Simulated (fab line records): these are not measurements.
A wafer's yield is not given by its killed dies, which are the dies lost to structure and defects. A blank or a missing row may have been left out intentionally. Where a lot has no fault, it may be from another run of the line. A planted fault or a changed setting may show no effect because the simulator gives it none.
fab line records -- flow n5_finfet -- part 2 of 2: steps 21 to 28 of 28
record: lots: 5, wafers: 15, last_day: 16
route steps=1938 shown BEOL_M10@1470
lots with no fault: from the same line, run without faults
start_h: the number of hours between the record's first day and the start of the first shown wafer of the lot -- wait_h: how many hours have passed since the lot's step before this one -- " unchanged from the row above -- L1.1+2: several wafers, shown together as one row -- - no value, or no start given -- * or withheld: withheld -- < > ~ a bound
route shown NAME@n: NAME is a module with steps in the file, n the number in the route of the first one -- usual: average and standard deviation across the fault-free wafers -- same: alike in all rows -- chamber/n: place in a boat -- sites: each site's reading -- _std_site: the values' standard deviation -- _edge_site: inner sites' mean taken away from outer sites' mean -- radius_mm: for every site, how far away it sits from the centre of the wafer -- mask NAME#n: copy n -- behind: the last tool/chamber to shape the wafer -- hold: cause of the lot's hold/its duration in hours/its outcome -- device: names the non-switching transistor (n, p or np) -- end of line: tests run on the same wafers once the route is complete -- a step without rows: its recipe alone -- killed: dies that structure and defects cost at the first sort, which is not the same as the wafer's yield -- map: dies across one wafer; x = killed, . = not, _ = none there
set.NAME: the run value of the setting; set.NAME@STEP: its run value at that earlier step -- model.NAME: the simulator's own value behind a step, which no gauge read
certain route steps with their lots: each step a table, each wafer a row
services: when a tool's chamber went out of use (start_h, in hours from the record's first day, below 0 if earlier), for how many hours, and the reason
== steps ==
step: N5_BEOL_M10_STRIP_67
recipe: chemistry: CF4, resist: SiARC, power_w: 300, bias_power_w: 75, pressure_mtorr: 50, cf4_flow_sccm: 150, rf_frequency_hz: 6e+07
usual: drypump_motor_current_A: 5.7/0.43, oes_product_au: 0.83/0.067, rf_vpp_V: 271.1/1.5, showerhead_plenum_p_Torr: 1.80/0.051, throttle_valve_pct: 13.43/0.17
lot.wafer,tool,chamber,start_h,wait_h,drypump_motor_current_A,oes_product_au,rf_hours_counter_h,rf_vpp_V,showerhead_plenum_p_Torr,throttle_valve_pct
L075.2,rie_diel-02,1,217.36,0.0,5.2,0.84,69,271.5,1.82,13.46
L075.4,rie_diel-02,2,217.36,0.0,6.2,0.80,92,273.7,1.88,13.36
L075.6,rie_diel-02,3,217.36,0.0,5.6,0.88,-,271.2,1.83,13.16
L074.1,rie_diel-02,3,217.92,0.0,5.7,0.87,29,273.0,1.83,13.18
L074.4,rie_diel-02,1,217.92,0.0,5.3,0.85,70,271.0,1.82,13.46
L074.5,rie_diel-02,0,217.92,0.0,5.8,0.72,-,269.8,1.71,13.63
L084.1,rie_diel-04,0,275.91,0.0,5.2,0.87,30,270.3,1.78,13.13
L084.2,rie_diel-04,2,275.91,0.0,5.8,0.94,15,270.8,1.76,13.34
L084.5,rie_diel-04,2,275.91,0.0,5.7,0.95,-,271.2,1.76,13.34
L087.1,rie_diel-04,0,302.69,0.0,5.2,0.84,40,270.8,1.77,13.16
L087.2,rie_diel-04,2,302.69,0.0,5.8,0.94,25,270.7,1.76,13.36
L087.6,rie_diel-04,1,302.69,0.0,5.4,0.81,-,271.0,1.80,13.40
L093.1,rie_diel-02,1,329.44,0.0,5.2,0.80,103,272.1,1.81,13.54
L093.3,rie_diel-02,2,329.44,0.0,6.2,0.77,127,272.7,1.87,13.45
L093.5,rie_diel-02,3,329.44,0.0,5.7,0.83,-,270.7,1.82,13.26
step: N5_BEOL_M10_HM_OPEN_17
recipe: chemistry: Cl2/BCl3, target_depth_a: 200, overetch_a: 60, target: TiN, mask_material: SOC, ion_energy_ev: 150, pressure_mtorr: 10, icp_w: 1000, bias_w: 126, Cl2_flow_sccm: 53.25, bcl3_flow_sccm: 21.75, Ar_flow_sccm: 25
usual: drypump_motor_current_A: 5.9/0.31, oes_product_au: 0.69/0.1, throttle_valve_pct: 22.17/0.18
lot.wafer,tool,chamber,start_h,wait_h,drypump_motor_current_A,oes_product_au,rf_hours_counter_h,throttle_valve_pct
L075.2,rie_metal-01,0,217.40,0.0,6.3,0.65,39,22.02
L075.4,rie_metal-01,1,217.40,0.0,6.2,0.79,-,22.07
L075.6,rie_metal-01,0,217.40,0.0,6.3,0.65,-,22.03
L074.1,rie_metal-02,1,217.96,0.0,5.5,0.54,108,22.26
L074.4,rie_metal-02,1,217.96,0.0,5.4,0.53,-,22.26
L074.5,rie_metal-02,1,217.96,0.0,5.5,0.54,-,22.24
L084.1,rie_metal-02,0,275.95,0.0,5.8,0.80,3,22.47
L084.2,rie_metal-02,1,275.95,0.0,5.5,0.53,114,22.26
L084.5,rie_metal-02,1,275.95,0.0,5.5,0.53,-,22.27
L087.1,rie_metal-02,1,302.73,0.0,5.5,0.52,116,22.29
L087.2,rie_metal-02,0,302.73,0.0,5.8,0.77,5,22.48
L087.6,rie_metal-02,0,302.73,0.0,5.8,0.79,-,22.47
L093.1,rie_metal-01,0,329.48,0.0,6.3,0.63,51,22.03
L093.3,rie_metal-01,0,329.48,0.0,6.3,0.63,-,22.03
L093.5,rie_metal-01,1,329.48,0.0,6.2,0.73,-,22.08
step: N5_BEOL_M10_STRIP_19
recipe: chemistry: O2, power_w: 400, temp_c: 40, pressure_mtorr: 30, rf_frequency_hz: 6e+07, bias_power_w: 0, overash_fraction: 0.2, o2_flow_sccm: 225
usual: drypump_motor_current_A: 5.7/0.42, oes_product_au: 0.83/0.075, rf_vpp_V: 3.6/0.61, showerhead_plenum_p_Torr: 2.10/0.07, throttle_valve_pct: 16.50/0.18
lot.wafer,tool,chamber,start_h,wait_h,drypump_motor_current_A,oes_product_au,rf_hours_counter_h,rf_vpp_V,showerhead_plenum_p_Torr,throttle_valve_pct
L075.2,rie_diel-04,0,217.64,0.2,5.2,0.93,7,4.2,2.04,16.01
L075.4,rie_diel-04,3,217.64,0.2,6.5,0.71,-,4.6,2.17,16.82
L075.6,rie_diel-04,1,217.64,0.2,5.3,0.88,-,3.9,2.13,16.48
L074.1,rie_diel-05,0,218.22,0.2,5.8,0.88,41,2.7,2.04,16.48
L074.4,rie_diel-05,1,218.22,0.2,5.7,0.84,-,3.3,2.04,16.65
L074.5,rie_diel-05,0,218.22,0.2,5.8,0.86,-,4.1,2.04,16.49
L084.1,rie_diel-02,2,276.10,0.1,6.2,0.78,111,3.6,2.20,16.52
L084.2,rie_diel-02,0,276.10,0.1,5.8,0.70,224,2.7,1.98,16.73
L084.5,rie_diel-02,3,276.10,0.1,5.7,0.86,-,3.5,2.13,16.29
L087.1,rie_diel-04,1,302.84,0.1,5.3,0.82,84,3.5,2.12,16.55
L087.2,rie_diel-04,2,302.84,0.1,5.7,0.94,25,2.4,2.03,16.40
L087.6,rie_diel-04,0,302.84,0.1,5.2,0.86,-,4.0,2.03,16.09
L093.1,rie_diel-02,1,329.59,0.1,5.3,0.80,103,4.2,2.11,16.62
L093.3,rie_diel-02,2,329.59,0.1,6.2,0.76,127,3.5,2.20,16.57
L093.5,rie_diel-02,2,329.59,0.1,6.2,0.76,-,4.7,2.20,16.58
step: N5_BEOL_M10_CD_MEAS_18
recipe: pitch_nm: 140, target_cd_nm: 70
usual: cd_nm: 70.1/0.64
lot.wafer,tool,chamber,start_h,wait_h,cd_nm
L075.2,cd_sem-02,-,217.71,0.1,70.0
L075.4,cd_sem-02,-,217.71,0.1,70.9
L075.6,cd_sem-02,-,217.71,0.1,69.4
L074.1,cd_sem-01,-,218.29,0.0,69.8
L074.4,cd_sem-01,-,218.29,0.0,69.9
L074.5,cd_sem-01,-,218.29,0.0,70.1
L084.1,cd_sem-02,-,276.16,0.0,70.1
L084.2,cd_sem-02,-,276.16,0.0,70.3
L084.5,cd_sem-02,-,276.16,0.0,69.8
L087.1,cd_sem-02,-,302.91,0.0,70.1
L087.2,cd_sem-02,-,302.91,0.0,71.2
L087.6,cd_sem-02,-,302.91,0.0,70.9
L093.1,cd_sem-03,-,329.66,0.0,70.3
L093.3,cd_sem-03,-,329.66,0.0,70.2
L093.5,cd_sem-03,-,329.66,0.0,70.3
step: N5_BEOL_M10_COAT_63
recipe: resist: SOC, temp_c: 250, time_s: 60, spin_rpm: 1500, resist_thk_nm: 100
usual: chill_plate_temp_C: 22.97/0.11
lot.wafer,tool,chamber,start_h,wait_h,chill_plate_temp_C
L075.2,litho_track-04,0,217.74,0.0,22.78
L075.4,litho_track-04,0,217.74,0.0,22.75
L075.6,litho_track-04,0,217.74,0.0,22.90
L074.1,litho_track-02,0,218.34,0.0,23.07
L074.4,litho_track-02,0,218.34,0.0,22.98
L074.5,litho_track-02,0,218.34,0.0,22.70
L084.1,litho_track-05,0,277.51,1.3,22.77
L084.2,litho_track-05,0,277.51,1.3,22.90
L084.5,litho_track-05,0,277.51,1.3,22.96
L087.1,litho_track-02,0,303.01,0.1,22.88
L087.2,litho_track-02,0,303.01,0.1,22.89
L087.6,litho_track-02,0,303.01,0.1,22.95
L093.1,litho_track-04,0,330.56,0.9,22.91
L093.3,litho_track-04,0,330.56,0.9,23.04
L093.5,litho_track-04,0,330.56,0.9,22.81
step: N5_BEOL_M10_COAT_64
recipe: resist: SiARC, temp_c: 220, time_s: 60, spin_rpm: 1500, resist_thk_nm: 30
usual: chill_plate_temp_C: 22.97/0.099
lot.wafer,tool,chamber,start_h,wait_h,chill_plate_temp_C
L075.2,litho_track-04,0,-,-,22.83
L075.4,litho_track-04,0,-,-,22.67
L075.6,litho_track-04,0,-,-,22.78
L074.1,litho_track-02,0,-,-,22.99
L074.4,litho_track-02,0,-,-,22.92
L074.5,litho_track-02,0,-,-,22.94
L084.1,litho_track-05,0,-,-,22.74
L084.2,litho_track-05,0,-,-,22.95
L084.5,litho_track-05,0,-,-,22.93
L087.1,litho_track-02,0,-,-,22.91
L087.2,litho_track-02,0,-,-,23.14
L087.6,litho_track-02,0,-,-,23.12
L093.1,litho_track-04,0,-,-,22.92
L093.3,litho_track-04,0,-,-,22.99
L093.5,litho_track-04,0,-,-,23.18
step: N5_BEOL_M10_COAT_22
recipe: resist: CAR-ArF, spin_rpm: 1500, resist_thk_nm: 90
usual: chill_plate_temp_C: 23.01/0.1
lot.wafer,tool,chamber,start_h,wait_h,chill_plate_temp_C
L075.2,litho_track-04,0,-,-,22.86
L075.4,litho_track-04,0,-,-,22.96
L075.6,litho_track-04,0,-,-,22.96
L074.1,litho_track-02,0,-,-,22.92
L074.4,litho_track-02,0,-,-,22.90
L074.5,litho_track-02,0,-,-,22.83
L084.1,litho_track-05,0,-,-,23.07
L084.2,litho_track-05,0,-,-,22.99
L084.5,litho_track-05,0,-,-,22.87
L087.1,litho_track-02,0,-,-,23.02
L087.2,litho_track-02,0,-,-,22.84
L087.6,litho_track-02,0,-,-,23.10
L093.1,litho_track-04,0,-,-,23.06
L093.3,litho_track-04,0,-,-,22.90
L093.5,litho_track-04,0,-,-,22.90
step: N5_BEOL_M10_EBR_24
recipe: solvent: PGMEA, ebr_width_mm: 1.5
usual: chill_plate_temp_C: 23.01/0.097
lot.wafer,tool,chamber,start_h,wait_h,chill_plate_temp_C
L075.2,litho_track-04,0,-,-,23.25
L075.4,litho_track-04,0,-,-,23.12
L075.6,litho_track-04,0,-,-,22.93
L074.1,litho_track-02,0,-,-,23.05
L074.4,litho_track-02,0,-,-,22.97
L074.5,litho_track-02,0,-,-,22.95
L084.1,litho_track-05,0,-,-,23.01
L084.2,litho_track-05,0,-,-,23.05
L084.5,litho_track-05,0,-,-,23.11
L087.1,litho_track-02,0,-,-,23.10
L087.2,litho_track-02,0,-,-,23.12
L087.6,litho_track-02,0,-,-,23.07
L093.1,litho_track-04,0,-,-,23.05
L093.3,litho_track-04,0,-,-,23.06
L093.5,litho_track-04,0,-,-,23.18
== services ==
tool,chamber,start_h,hours,kind
uv_cure-01,-,192.60,2.1,pm
uv_cure-01,-,198.28,1.0,pm
arfi_scanner-02,-,204.05,1.3,pm
arfi_scanner-03,-,207.45,1.0,pm
rie_diel-04,0,212.51,4.9,repair
arfi_scanner-02,-,214.08,1.0,pm
arfi_scanner-03,-,214.29,0.8,pm
rie_diel-04,2,214.43,1.4,repair
arfi_scanner-02,-,216.39,1.6,repair
arfi_scanner-02,-,228.36,0.8,pm
pecvd-04,2,233.59,5.8,repair
arfi_scanner-03,-,239.81,1.0,repair
uv_cure-01,-,242.69,1.8,repair
pecvd-01,1,243.29,17.6,repair
pecvd-01,-,245.94,0.7,repair
arfi_scanner-03,-,260.46,1.3,pm
uv_cure-01,-,263.17,7.1,pm
pecvd-04,-,265.39,0.2,repair
pecvd-01,-,268.67,0.6,repair
rie_metal-01,1,276.01,6.2,repair
pecvd-04,-,284.97,2.8,pm
rie_diel-04,3,302.35,11.0,repair
rie_metal-02,0,320.82,3.8,repair
arfi_scanner-02,-,329.55,1.3,pm
